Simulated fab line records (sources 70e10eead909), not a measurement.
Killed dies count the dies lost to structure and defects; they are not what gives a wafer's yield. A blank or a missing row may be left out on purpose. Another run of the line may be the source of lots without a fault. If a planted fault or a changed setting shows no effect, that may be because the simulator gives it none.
Which of the tools did it? | flow nand-harc | 72 wafers sampled from 24 lots at 1 step of a route of 1302

== WHAT THE GAUGES SHOWED, per wafer ==
NHARC_P_M0_INSPECT_11. Usual: raw-defect-count reads 4.0 (standard deviation 2.3).
lot  | measured     | on                | raw-defect-count | flag
L074 | day 6 05:34  | defect-inspect-01 | 4 6 6            |
L075 | day 6 13:04  | defect-inspect-01 | 7 7 7            |
L076 | day 7 01:26  | defect-inspect-02 | 4 4 4            |
L077 | day 7 05:13  | defect-inspect-01 | 6 3 4            |
L078 | day 7 20:40  | defect-inspect-02 | 6 12 4           |
L079 | day 8 04:17  | defect-inspect-02 | 1 5 6            |
L080 | day 8 16:07  | defect-inspect-01 | 1 7 1            |
L081 | day 9 06:04  | defect-inspect-02 | 2 1 1            |
L082 | day 9 06:44  | defect-inspect-01 | 1 2 4            |
L083 | day 10 01:26 | defect-inspect-02 | 4 1 1            |
L084 | day 10 07:34 | defect-inspect-02 | 5 5 3            |
L085 | day 10 16:24 | defect-inspect-02 | 3 3 3            |
L086 | day 11 12:01 | defect-inspect-01 | 2 5 6            |
L087 | day 11 15:50 | defect-inspect-02 | 1 5 2            |
L088 | day 12 01:49 | defect-inspect-02 | 5 1 3            |
L089 | day 12 11:57 | defect-inspect-01 | 4 5 2            |
L090 | day 12 23:38 | defect-inspect-01 | 9 4 11           |
L091 | day 13 00:23 | defect-inspect-01 | 6 1 3            |
L092 | day 13 12:35 | defect-inspect-01 | 2 5 4            |
L094 | day 14 04:22 | defect-inspect-02 | 3 5 6            |
L093 | day 14 05:15 | defect-inspect-01 | 1 2 7            |
L095 | day 14 17:35 | defect-inspect-02 | 5 5 4            |
L097 | day 15 23:34 | defect-inspect-01 | 7 5 3            |
L096 | day 16 00:22 | defect-inspect-02 | 4 1 2            |

== WHICH TOOL RAN EACH LOT (tool, then ch and the chambers of the sampled wafers, then the start) ==
The record shows no process step preceding these readings.

== WHAT THE TOOLS THEMSELVES READ (means of the sampled wafers that have a number; where no wafer has one, the mark that the record gives instead) ==
The record holds no such reading with a usual standard deviation.

== THE ANSWER, worked out from the rows above alone ==
Rule: a lot counts as off when the mean over its wafers that have a number is more than 3 standard deviations away from the usual mean. A lot without any number at a reading at which 4 lots or more have one is off too. Any other lot the step has rows for is counted as sound. After the gauges, taken in route order, come the tools' own readings; for these a lot's mean is taken, as printed above. The first step at which some lot is off is used, and at that step the reading that is off furthest; a lot without a number counts as furthest.
No lot is off at any reading shown: from this, nothing can be told.

== WHAT THE SIMULATOR HAD INSERTED ==
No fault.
